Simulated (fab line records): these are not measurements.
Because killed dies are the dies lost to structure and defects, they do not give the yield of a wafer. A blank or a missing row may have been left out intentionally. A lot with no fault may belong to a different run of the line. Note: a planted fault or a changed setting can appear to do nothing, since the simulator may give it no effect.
The tool behind it: which one? ; flow nand harc ; 33 wafers from 11 lots sampled at 2 of the route's 1302 steps

## WHAT THE GAUGES SHOWED, per wafer
NHARC_A_CHANNEL_HOLE_D2_INSPECT_40.
lot;measured;on;raw defect count
L872;day 13 22:43;defect inspect-01;261 314 232
L874;day 14 17:10;defect inspect-01;355 332 280
L875;day 15 09:47;defect inspect-01;296 228 243
L881;day 17 18:52;defect inspect-02;433 532 419
L885;day 19 14:46;defect inspect-01;726 861 759
L887;day 20 02:56;defect inspect-01;808 924 718
L886;day 20 02:56;defect inspect-02;269 237 379
L890;day 21 11:10;defect inspect-02;150 169 237
L891;day 22 03:08;defect inspect-01;159 160 319
L894;day 22 15:26;defect inspect-01;187 132 219
L893;day 22 17:07;defect inspect-01;285 237 309

## TOOL THAT RAN EACH LOT (tool first, then ch and the chambers of the sampled wafers, then the start)
lot;NHARC_A_CHANNEL_HOLE_D2_ETCH_16
L872;rie diel-08 ch 1,2, day 13 16:20
L874;rie diel-04 ch 0,2,3, day 14 10:48
L875;rie diel-04 ch 1,2, day 15 03:17
L881;rie diel-08 ch 1,3, day 17 11:34
L885;rie diel-08 ch 0,1, day 19 08:26
L887;rie diel-08 ch 0,1,2, day 19 18:27
L886;rie diel-09 ch 0,2, day 19 19:36
L890;rie diel-09 ch 2,3, day 21 02:23
L891;rie diel-04 ch 0,1, day 21 20:47
L894;rie diel-08 ch 1,3, day 22 08:59
L893;rie diel-04 ch 0,1, day 22 10:37
- NHARC_A_CHANNEL_HOLE_D2_ETCH_16: etches the open film in O2/COS, target depth 3100 nm, time 806 s.

## THE ANSWER, worked out from the rows above alone
Rule: the lots themselves supply what counts as usual. Put in order of their means at a reading, lots are off if they are a third of the lots or fewer, leave a main group of 4 or more, and stand apart from it by a gap of 3 or more times the standard deviation of the main group's means; of several such gaps the widest counts. A main group whose means are all the same, to the digits that the tables above print for the reading, isn't used. A lot without any number at a reading at which 4 lots or more have one is off too. Any other lot the step has rows for is counted as sound.
Off: L885, L887, at NHARC_A_CHANNEL_HOLE_D2_INSPECT_40 (raw defect count). Main group: mean 273, sd 81.
A tool fits if, at a process step before that reading, it ran every lot that is off, and no sound lot after the first of them. The gauges at NHARC_A_CHANNEL_HOLE_D2_INSPECT_40 are tried like those tools. Not one of the candidates tried fits.

## WHAT THE SIMULATOR HAD INSERTED
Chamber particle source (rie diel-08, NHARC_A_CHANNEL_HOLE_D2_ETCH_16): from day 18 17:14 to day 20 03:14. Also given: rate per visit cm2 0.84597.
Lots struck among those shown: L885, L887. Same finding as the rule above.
